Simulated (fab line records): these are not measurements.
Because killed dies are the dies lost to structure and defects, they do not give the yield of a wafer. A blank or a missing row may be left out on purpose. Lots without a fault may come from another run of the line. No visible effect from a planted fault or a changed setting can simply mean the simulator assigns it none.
Chamber matching -- flow nand_harc -- NHARC_P_CONTACT_CMP_01 on cmp-01 has 4 sister chambers
The step polishes SiO2, target thk 200 nm. 4 wafers are shown with their chamber, then 7 later ones without.

== WAFERS WITH THEIR CHAMBER ==
wafer,chamber,motor_current_A (A)
L082.6,1,10.7
L087.3,0,12.4
L093.4,3,11.2
L093.5,2,13.3

== WAFERS WHOSE CHAMBER IS MISSING ==
wafer,motor_current_A (A)
L093.6,10.8
L095.1,12.7
L095.2,10.9
L095.4,11.2
L097.1,11.4
L097.2,13.0
L097.6,11.2

== WHICH CHAMBER EACH WENT THROUGH ==
wafer,from the rows above,in truth
L093.6,can't be placed: 1 or 3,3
L095.1,can't be placed: 0 or 2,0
L095.2,can't be placed: 1 or 3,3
L095.4,3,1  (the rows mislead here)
L097.1,3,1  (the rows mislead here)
L097.2,can't be placed: 2 or 0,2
L097.6,3,3
1 of 7 placed correctly. Cannot be placed on the basis of these rows: 4; the candidates contain the true chamber in 4. Number placed wrongly: 2.
How it was worked out, from the rows above alone: a wafer's distance from a chamber is the root of the sum, over the readings, of the square of ((its reading less the chamber's mean) divided by the reading's scatter). The wafer belongs to the nearest chamber; if the next one is less than 2 further off, it can't be placed. The mean given for a chamber averages the wafers shown for that chamber. The scatter (one wafer shown for each chamber): square how far every hidden wafer sits from the nearest shown wafer, average those squares and take the square root.
